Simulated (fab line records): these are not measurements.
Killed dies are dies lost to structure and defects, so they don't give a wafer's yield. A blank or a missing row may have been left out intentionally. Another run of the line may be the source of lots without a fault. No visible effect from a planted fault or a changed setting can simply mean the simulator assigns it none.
Split-lot trial || flow n5Finfet || 21 wafers read across 7 lots, on a route 1938 steps long

## ABOUT THE SPLIT
At N5_PASSIVATION_EXPOSE_07 (exposes mask TV, defocus 0 nm, target cd 3000 nm), the setting doseMj was moved away from the recipe's 22.75 on 8 of the 21 wafers read, by -6.2% to +7.2%. This setting was run at the recipe's value on the other wafers.

## FROM THE SPLIT TO THE READING: what the file shows between them, 3 steps
- N5_PASSIVATION_PEB_08
- N5_PASSIVATION_DEVELOP_09: develop time 60 s
- N5_PASSIVATION_HARDBAKE_11: time 120 s

## THE READING
cdNm, in nm, at N5_PASSIVATION_CD_MEAS_10 (target cd 3000 nm). On this fab line, fault-free wafers typically give 3001.3 nm with a standard deviation of 1.5 nm.

{"wafer": "L079.1", "tool, chamber at the split": "krfScanner-02, 0", "doseMj as run": 22.75, "against the recipe": "recipe", "cdNm, nm": 3000.9, "against lot-mates on the recipe": "-"}
{"wafer": "L079.2", "tool, chamber at the split": "krfScanner-02, 0", "doseMj as run": 22.75, "against the recipe": "recipe", "cdNm, nm": 2998.1, "against lot-mates on the recipe": "-"}
{"wafer": "L079.3", "tool, chamber at the split": "krfScanner-02, 0", "doseMj as run": 24.39, "against the recipe": "+7.2%", "cdNm, nm": 3015.4, "against lot-mates on the recipe": "+15.9"}
{"wafer": "L078.3", "tool, chamber at the split": "krfScanner-02, 0", "doseMj as run": 22.75, "against the recipe": "recipe", "cdNm, nm": 3003.6, "against lot-mates on the recipe": "-"}
{"wafer": "L078.5", "tool, chamber at the split": "krfScanner-02, 0", "doseMj as run": 22.75, "against the recipe": "recipe", "cdNm, nm": 3001.4, "against lot-mates on the recipe": "-"}
{"wafer": "L078.6", "tool, chamber at the split": "krfScanner-02, 0", "doseMj as run": 22.75, "against the recipe": "recipe", "cdNm, nm": 3001.4, "against lot-mates on the recipe": "-"}
{"wafer": "L084.2", "tool, chamber at the split": "krfScanner-01, 0", "doseMj as run": 22.75, "against the recipe": "recipe", "cdNm, nm": 3000.2, "against lot-mates on the recipe": "-"}
{"wafer": "L084.3", "tool, chamber at the split": "krfScanner-01, 0", "doseMj as run": 21.72, "against the recipe": "-4.5%", "cdNm, nm": 2990.9, "against lot-mates on the recipe": -9.3}
{"wafer": "L084.4", "tool, chamber at the split": "krfScanner-01, 0", "doseMj as run": 21.72, "against the recipe": "-4.5%", "cdNm, nm": 2989.6, "against lot-mates on the recipe": -10.6}
{"wafer": "L086.1", "tool, chamber at the split": "krfScanner-02, 0", "doseMj as run": 22.75, "against the recipe": "recipe", "cdNm, nm": 3000.2, "against lot-mates on the recipe": "-"}
{"wafer": "L086.5", "tool, chamber at the split": "krfScanner-02, 0", "doseMj as run": 21.34, "against the recipe": "-6.2%", "cdNm, nm": 2984.3, "against lot-mates on the recipe": -15.8}
{"wafer": "L086.6", "tool, chamber at the split": "krfScanner-02, 0", "doseMj as run": 22.75, "against the recipe": "recipe", "cdNm, nm": 3000.0, "against lot-mates on the recipe": "-"}
{"wafer": "L089.2", "tool, chamber at the split": "krfScanner-02, 0", "doseMj as run": 22.75, "against the recipe": "recipe", "cdNm, nm": 3001.4, "against lot-mates on the recipe": "-"}
{"wafer": "L089.5", "tool, chamber at the split": "krfScanner-02, 0", "doseMj as run": 22.75, "against the recipe": "recipe", "cdNm, nm": 3002.2, "against lot-mates on the recipe": "-"}
{"wafer": "L089.6", "tool, chamber at the split": "krfScanner-02, 0", "doseMj as run": 22.75, "against the recipe": "recipe", "cdNm, nm": 3001.6, "against lot-mates on the recipe": "-"}
{"wafer": "L092.2", "tool, chamber at the split": "krfScanner-01, 0", "doseMj as run": 22.75, "against the recipe": "recipe", "cdNm, nm": 3002.6, "against lot-mates on the recipe": "-"}
{"wafer": "L092.3", "tool, chamber at the split": "krfScanner-01, 0", "doseMj as run": 23.43, "against the recipe": "+3.0%", "cdNm, nm": 3007.1, "against lot-mates on the recipe": "+4.5"}
{"wafer": "L092.6", "tool, chamber at the split": "krfScanner-01, 0", "doseMj as run": 23.43, "against the recipe": "+3.0%", "cdNm, nm": 3009.3, "against lot-mates on the recipe": "+6.7"}
{"wafer": "L094.2", "tool, chamber at the split": "krfScanner-02, 0", "doseMj as run": 22.02, "against the recipe": "-3.2%", "cdNm, nm": 2996.0, "against lot-mates on the recipe": -6.7}
{"wafer": "L094.5", "tool, chamber at the split": "krfScanner-02, 0", "doseMj as run": 22.02, "against the recipe": "-3.2%", "cdNm, nm": 2995.3, "against lot-mates on the recipe": -7.4}
{"wafer": "L094.6", "tool, chamber at the split": "krfScanner-02, 0", "doseMj as run": 22.75, "against the recipe": "recipe", "cdNm, nm": 3002.7, "against lot-mates on the recipe": "-"}

FIT RESULTS
A straight line over all 21 wafers: cdNm changes by +2.25 nm for each +1% of doseMj; r = +0.97; the points scatter about the line by 1.6 nm.
The same after taking each lot's own level away (the mean of its wafers on the recipe; 21 wafers): +2.24 nm for each +1%; r = +0.99; scatter 0.94 nm.
That fit puts the effect of the largest move of doseMj on the reading at 16 nm.
From 2999.50 to 3002.70 nm: that is the span of the lots' own levels, equal to 2.1 times the standard deviation above.
Consequently the slope shifts little with the lot-to-lot level, the two slopes agreeing.
Check: +16 nm against its lot-mates is what the line predicts for one of the wafers moved furthest among these (+7.2%) when that wafer is left out of the fit. It came out at +15.9 nm against them.

## THE OTHER SPLITS THESE WAFERS WENT THROUGH
Other splits were also applied to these wafers ahead of the reading. Each is held against what the fit with the lots' levels taken away leaves over:
{"other split on the same wafers": "N5_BEOL_M15_PEB_26 pebTempC", "wafers away from the commonest value": 7, "r with cdNm (lot level and that fit taken away)": "+0.12"}
{"other split on the same wafers": "N5_BEOL_M15_TRENCH_ETCH_34 biasW", "wafers away from the commonest value": 9, "r with cdNm (lot level and that fit taken away)": -0.10}

## THE FILE'S OWN FIT
cdNm changes by +2.28 nm for each +1% of doseMj, r = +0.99.
